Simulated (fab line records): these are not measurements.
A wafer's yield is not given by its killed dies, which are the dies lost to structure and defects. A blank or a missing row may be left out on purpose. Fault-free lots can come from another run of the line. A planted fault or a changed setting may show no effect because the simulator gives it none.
Chamber matching | flow n5_finfet | cmp-01 running N5_GATE_CUT_CMP_43: 4 sister chambers
The step polishes SiO2. 7 wafers are shown with their chamber, then 7 later ones without.

## WAFERS WITH THEIR CHAMBER
wafer  | chamber | motor_current_A (A)
L077.1 | 1       | 13.9
L091.6 | 2       | 10.2
L093.3 | 0       | 11.9
L093.5 | 2       | 10.8
L093.6 | 3       | 12.0
L095.3 | 0       | 12.1
L095.4 | 3       | 11.7

## WAFERS WITH NO CHAMBER GIVEN
wafer  | motor_current_A (A)
L095.5 | 12.6
L096.3 | 10.6
L096.5 | 14.2
L096.6 | 13.0
L097.1 | 14.3
L097.2 | 11.9
L097.6 | 14.1

## CHAMBER TAKEN BY EACH
wafer  | from the rows above          | in truth
L095.5 | can't be placed: 0 or 3      | 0
L096.3 | 2                            | 2
L096.5 | 1                            | 1
L096.6 | can't be placed: 1 or 0 or 3 | 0
L097.1 | 1                            | 1
L097.2 | can't be placed: 3 or 0      | 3
L097.6 | 1                            | 1
Correctly placed: 4 of 7. Unplaceable from these rows: 3, with the true chamber sitting among the candidates in 3. Number placed wrongly: 0.
How it was worked out, from the rows above alone: a wafer's distance from a chamber is the root of the sum, over the readings, of the square of ((its reading less the chamber's mean) divided by the reading's scatter). The wafer belongs to the nearest chamber; if the next one is less than 2 further off, it can't be placed. A chamber's mean is the mean of its shown wafers. How the scatter is found: for the shown wafers, subtract from each reading the mean of its chamber, square and add these, divide the total by (wafers less chambers), then take the root.
